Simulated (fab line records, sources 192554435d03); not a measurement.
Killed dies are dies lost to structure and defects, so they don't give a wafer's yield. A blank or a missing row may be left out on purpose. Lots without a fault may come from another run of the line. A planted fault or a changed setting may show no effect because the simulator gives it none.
Which tool did it? | flow n5_finfet | 12 lots, 36 wafers sampled, at 1 step of a route of 1938

WHAT THE GAUGES READ, wafer by wafer
N5_ZERO_LAYER_INSPECT_20: inspects for defects (darkfield).
lot  | measured    | on                | raw_defect_count
L075 | day 1 19:23 | defect_inspect-02 | 40 41 21
L077 | day 2 07:24 | defect_inspect-02 | 36 20 24
L079 | day 2 19:24 | defect_inspect-02 | 26 23 59
L081 | day 3 07:17 | defect_inspect-01 | 38 60 64
L083 | day 3 19:48 | defect_inspect-02 | 97 34 57
L085 | day 4 07:15 | defect_inspect-02 | 41 48 49
L087 | day 4 20:38 | defect_inspect-01 | 45 29 29
L089 | day 5 07:16 | defect_inspect-02 | 46 48 30
L091 | day 5 19:17 | defect_inspect-02 | 65 45 44
L093 | day 6 07:55 | defect_inspect-02 | 39 44 61
L095 | day 6 19:24 | defect_inspect-02 | 39 53 18
L097 | day 7 07:37 | defect_inspect-01 | 64 63 104

WHICH TOOL RAN EACH LOT (tool, then ch and the chambers of the sampled wafers, then the start)
The record holds no process step before these readings.

THE ANSWER, worked out from the rows above alone
Rule: what is usual is taken from the lots themselves. Put in order of their means at a reading, lots are off if they are a third of the lots or fewer, leave a main group of 4 or more, and stand apart from it by a gap of 3 or more times the standard deviation of the main group's means; of several such gaps the widest counts. A main group whose means are all the same, to the digits that the tables above print for the reading, isn't used. A lot without any number at a reading at which 4 lots or more have one is off too. The other lots that the step has rows for count as sound.
No lot is off at any reading shown: from this, nothing can be told.

WHAT THE SIMULATOR HAD PUT IN
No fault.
